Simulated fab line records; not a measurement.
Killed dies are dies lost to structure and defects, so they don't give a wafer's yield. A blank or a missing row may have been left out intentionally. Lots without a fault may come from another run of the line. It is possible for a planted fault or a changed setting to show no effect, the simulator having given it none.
A single fault, viewed from 2 desks	flow n5_finfet	each desk has only its own numbers; what lay behind them comes last

== TOOL OWNER'S DESK, litho_track-05 ==
The tool's own readings at N5_BEOL_M2_COAT_61 (time 60 s, resist thk 60 nm): means of the sampled wafers that have a number, for each lot that ran on this tool. Marked OUT: a lot whose mean sits more than 4 standard deviations from the usual mean, which makes it out of limits; the brackets give that distance.
Columns: A = heater_power_total_W at N5_BEOL_M2_COAT_61, usual 500.5 W; B = run_length_s at N5_BEOL_M2_COAT_61, usual 66.36 s
lot	first seen here	A	B
L377	day 7 12:31	501.1	66.18
L378	day 8 08:22	538.5 (+21) OUT	60.46 (-25) OUT
L382	day 8 12:56	558.8 (+32) OUT	57.36 (-38) OUT
L383	day 8 14:10	615.7 (+64) OUT	48.73 (-73) OUT
L399	day 12 06:32	499.7	66.20
This desk's verdict: out of limits on L378, L382, L383, starting with L378 at day 8 08:22 (heater_power_total_W at N5_BEOL_M2_COAT_61). Within limits: L377, L399.

== METROLOGY DESK ==
What the gauges read, lot by lot, whatever tool the lot ran on: means of the sampled wafers that have a number. Marked OUT: a lot whose mean sits more than 4 standard deviations from the usual mean, which makes it out of limits; the brackets give that distance. It has 10 readings; the 7 that lie furthest out on some lot are the ones shown.
Columns: A = DIBL_P at N5_BEOL_M4_RC_MEAS_101, usual 36.7 mV/V; B = IOFF_N at N5_BEOL_M4_RC_MEAS_101, usual 0.16 nA/um; C = IOFF_P at N5_BEOL_M4_RC_MEAS_101, usual 0.22 nA/um; D = ION_N at N5_BEOL_M4_RC_MEAS_101, usual 672 uA/um; E = ION_P at N5_BEOL_M4_RC_MEAS_101, usual 462 uA/um; F = SS_N at N5_BEOL_M4_RC_MEAS_101, usual 71.6 mV/dec; G = VT_P at N5_BEOL_M4_RC_MEAS_101, usual -250 mV
lot	first seen here	A	B	C	D	E	F	G
L377	day 9 10:38	36.7	0.18	0.22	676	462	72.2	-250
L378	day 10 02:23	34.8	0.13	0.21	684	477	70.6	-249
L382	day 10 10:46	37.2	0.17	0.23	667	458	72.2	-249
L383	day 10 21:28	38.2	0.17	0.21	673	460	71.7	-253
L388	day 11 17:41	36.4	0.17	0.26	665	463	72.1	-247
L389	day 12 08:23	34.2	0.13	0.17	657	454	71.4	-252
L392	day 13 03:19	39.1	0.19	0.27	665	462	72.2	-247
L395	day 13 09:16	38.1	0.19	0.25	677	462	71.9	-248
L394	day 13 13:35	37.6	0.19	0.21	684	463	72.1	-252
L398	day 14 07:49	37.6	0.20	0.27	685	467	72.0	-244
L399	day 14 16:10	38.7	0.18	0.24	681	465	71.9	-249
Result from this desk: across the 11 lots, nothing is out of limits.

== BROUGHT TOGETHER ==
The tool owner's desk could have raised an alarm at day 8 08:22, on L378, L382, L383.
Nothing out of limits was seen by the metrology desk.
The metrology desk holds a record of L378, L382, L383, inside its limits.
N5_BEOL_M2_COAT_61 was run on litho_track-05 by each of the lots named.

== WHAT THE SIMULATOR HAD PUT IN ==
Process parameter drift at N5_BEOL_M2_COAT_61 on litho_track-05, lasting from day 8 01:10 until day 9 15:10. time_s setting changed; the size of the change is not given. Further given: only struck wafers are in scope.
Shown lots that were struck: L378, L382, L383.
Hours from the fault's start to each desk's first reading out of limits: the tool owner's desk, 7.
